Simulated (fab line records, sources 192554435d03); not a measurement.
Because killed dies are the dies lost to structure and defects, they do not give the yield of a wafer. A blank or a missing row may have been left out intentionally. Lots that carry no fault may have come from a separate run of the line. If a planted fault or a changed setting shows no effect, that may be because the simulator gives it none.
Matching of chambers / flow n5 finfet / rie diel-06 running N5_MOL_CONTACT_COAG_ETCH_66: 4 sister chambers
The step etches SiARC in CF4, target depth 13 nm, time 21.7 s. 4 wafers are shown with their chamber, then 8 later ones without.

== WAFERS PAIRED WITH THEIR CHAMBERS ==
wafer=L088.5; chamber=1; drypump motor current A (A)=6.0
wafer=L089.1; chamber=0; drypump motor current A (A)=6.6
wafer=L089.5; chamber=3; drypump motor current A (A)=6.5
wafer=L091.1; chamber=2; drypump motor current A (A)=5.4

== WAFERS WITHOUT THEIR CHAMBER ==
wafer=L091.5; drypump motor current A (A)=6.0
wafer=L091.6; drypump motor current A (A)=5.4
wafer=L092.1; drypump motor current A (A)=6.0
wafer=L092.3; drypump motor current A (A)=6.5
wafer=L092.4; drypump motor current A (A)=6.5
wafer=L095.3; drypump motor current A (A)=5.4
wafer=L095.5; drypump motor current A (A)=5.5
wafer=L095.6; drypump motor current A (A)=6.5

== EACH ONE'S CHAMBER ==
wafer=L091.5; from the rows above=1; in truth=1
wafer=L091.6; from the rows above=2; in truth=2
wafer=L092.1; from the rows above=1; in truth=1
wafer=L092.3; from the rows above=3; in truth=3
wafer=L092.4; from the rows above=3; in truth=3
wafer=L095.3; from the rows above=2; in truth=2
wafer=L095.5; from the rows above=2; in truth=2
wafer=L095.6; from the rows above=3; in truth=3
Correctly placed: 8 of 8. Can't be placed from these rows: 0. Number placed wrongly: 0.
How it was worked out, from the rows above alone: a wafer's distance from a chamber is the root of the sum, over the readings, of the square of ((its reading less the chamber's mean) divided by the reading's scatter). If the next closest chamber is less than 2 further off than the closest, the wafer can't be placed; otherwise it belongs to the closest. The mean given for a chamber averages the wafers shown for that chamber. The scatter (one wafer shown for each chamber): square how far every hidden wafer sits from the nearest shown wafer, average those squares and take the square root.
